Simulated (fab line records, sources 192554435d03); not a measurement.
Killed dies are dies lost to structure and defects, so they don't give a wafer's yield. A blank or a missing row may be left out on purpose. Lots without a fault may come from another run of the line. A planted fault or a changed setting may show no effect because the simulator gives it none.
Split-lot experiment | flow n5_finfet | 7 lots, 39 wafers read, on a route of 1938 steps

THE SPLIT
At N5_SPACER0_ALD_00 (deposits SiOCN, target thk 3.5 nm, pulse time 3 s, purge time 2 s), the setting ald_cycles was moved away from the recipe's 58 on 9 of the 39 wafers read, by -15.5% to +12.1%. The other wafers ran this setting at the recipe's value.

The reading is taken at the split's own step.

THE READING
SiOCN_of_SPACER0_ALD_00.thk_nm (the simulator's own value, which no gauge read), in nm, at N5_SPACER0_ALD_00 (deposits SiOCN, target thk 3.5 nm, pulse time 3 s, purge time 2 s). The file gives no usual value for it. The 30 wafers here that ran the recipe average 3.5 nm, standard deviation 0.1 nm.

wafer  | tool, chamber at the split | ald_cycles as run | against the recipe | SiOCN_of_SPACER0_ALD_00.thk_nm, nm | against lot-mates on the recipe
L079.1 | ald_sin-01, 2,0,1,3,3,0    | 58                | recipe             | 3.6                                | -
L079.2 | ald_sin-01, 2,0,1,3,3,0    | 58                | recipe             | 3.6                                | -
L079.3 | ald_sin-01, 2,0,1,3,3,0    | 58                | recipe             | 3.6                                | -
L079.4 | ald_sin-01, 2,0,1,3,3,0    | 58                | recipe             | 3.6                                | -
L079.5 | ald_sin-01, 2,0,1,3,3,0    | 58                | recipe             | 3.6                                | -
L079.6 | ald_sin-01, 2,0,1,3,3,0    | 58                | recipe             | 3.6                                | -
L080.1 | ald_sin-04, 2,3,1          | 65                | +12.1%             | 4                                  | +0.4
L080.2 | ald_sin-04, 2,3,1          | 65                | +12.1%             | 4                                  | +0.4
L080.4 | ald_sin-04, 2,3,1          | 65                | +12.1%             | 4                                  | +0.4
L080.3 | ald_sin-04, 0,3,2          | 58                | recipe             | 3.6                                | -
L080.5 | ald_sin-04, 0,3,2          | 58                | recipe             | 3.6                                | -
L080.6 | ald_sin-04, 0,3,2          | 58                | recipe             | 3.6                                | -
L086.1 | ald_sin-03, 1,0,2,1,2      | 58                | recipe             | 3.4                                | -
L086.2 | ald_sin-03, 1,0,2,1,2      | 58                | recipe             | 3.4                                | -
L086.3 | ald_sin-03, 1,0,2,1,2      | 58                | recipe             | 3.4                                | -
L086.5 | ald_sin-03, 1,0,2,1,2      | 58                | recipe             | 3.4                                | -
L086.6 | ald_sin-03, 1,0,2,1,2      | 58                | recipe             | 3.4                                | -
L086.4 | ald_sin-03, 0              | 58                | recipe             | 3.6                                | -
L088.1 | ald_sin-01, 2              | 58                | recipe             | 3.6                                | -
L088.5 | ald_sin-01, 0,1            | 58                | recipe             | 3.4                                | -
L088.6 | ald_sin-01, 0,1            | 58                | recipe             | 3.4                                | -
L090.1 | ald_sin-01, 1,2,1          | 58                | recipe             | 3.6                                | -
L090.2 | ald_sin-01, 1,2,1          | 58                | recipe             | 3.6                                | -
L090.6 | ald_sin-01, 1,2,1          | 58                | recipe             | 3.6                                | -
L090.3 | ald_sin-01, 0,2,0          | 49                | -15.5%             | 3                                  | -0.6
L090.4 | ald_sin-01, 0,2,0          | 49                | -15.5%             | 3                                  | -0.6
L090.5 | ald_sin-01, 0,2,0          | 49                | -15.5%             | 3                                  | -0.6
L093.1 | ald_sin-04, 1,2,3,0,3      | 58                | recipe             | 3.4                                | -
L093.3 | ald_sin-04, 1,2,3,0,3      | 58                | recipe             | 3.4                                | -
L093.4 | ald_sin-04, 1,2,3,0,3      | 58                | recipe             | 3.4                                | -
L093.5 | ald_sin-04, 1,2,3,0,3      | 58                | recipe             | 3.4                                | -
L093.6 | ald_sin-04, 1,2,3,0,3      | 58                | recipe             | 3.4                                | -
L093.2 | ald_sin-04, 0              | 58                | recipe             | 3.6                                | -
L096.1 | ald_sin-04, 2,0            | 58                | recipe             | 3.4                                | -
L096.3 | ald_sin-04, 2,0            | 58                | recipe             | 3.4                                | -
L096.2 | ald_sin-04, 3,3,0          | 51                | -12.1%             | 3                                  | -0.5
L096.5 | ald_sin-04, 3,3,0          | 51                | -12.1%             | 3                                  | -0.5
L096.6 | ald_sin-04, 3,3,0          | 51                | -12.1%             | 3                                  | -0.5
L096.4 | ald_sin-04, 1              | 58                | recipe             | 3.6                                | -
Where a row lists several chambers, the file gives one row for several wafers and doesn't say which wafer went through which chamber.

THE FIT
A straight line over all 39 wafers: SiOCN_of_SPACER0_ALD_00.thk_nm changes by +0.0376 nm for each +1% of ald_cycles; r = +0.93; the points scatter about the line by 0.094 nm.
The same after taking each lot's own level away (the mean of its wafers on the recipe; 39 wafers): +0.0369 nm for each +1%; r = +0.97; scatter 0.059 nm.
On that fit, the largest move of ald_cycles shifts the reading by 0.57 nm.
The lots' own levels span 3.43 to 3.60 nm, that is 1.7 times the standard deviation above.
So the lot-to-lot level changes the slope little: the two slopes agree.
Check: with one of the wafers moved furthest among these (-15.5%) left out of the fit, the line predicts -0.577 nm for it against its lot-mates. It came out at -0.6 nm against them.

OTHER SPLITS ON THESE WAFERS
These wafers also went through other splits before the reading. Each is held against what the fit with the lots' levels taken away leaves over:
other split on the same wafers       | wafers away from the commonest value | r with SiOCN_of_SPACER0_ALD_00.thk_nm (lot level and that fit taken away)
N5_DUMMY_GATE_EXPOSE_12 dose_mj      | 12                                   | -0.18
N5_DUMMY_GATE_ETCH_44 target_depth_a | 9                                    | -0.21

THE FILE'S OWN FIT
SiOCN_of_SPACER0_ALD_00.thk_nm changes by +0.0372 nm for each +1% of ald_cycles, r = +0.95.
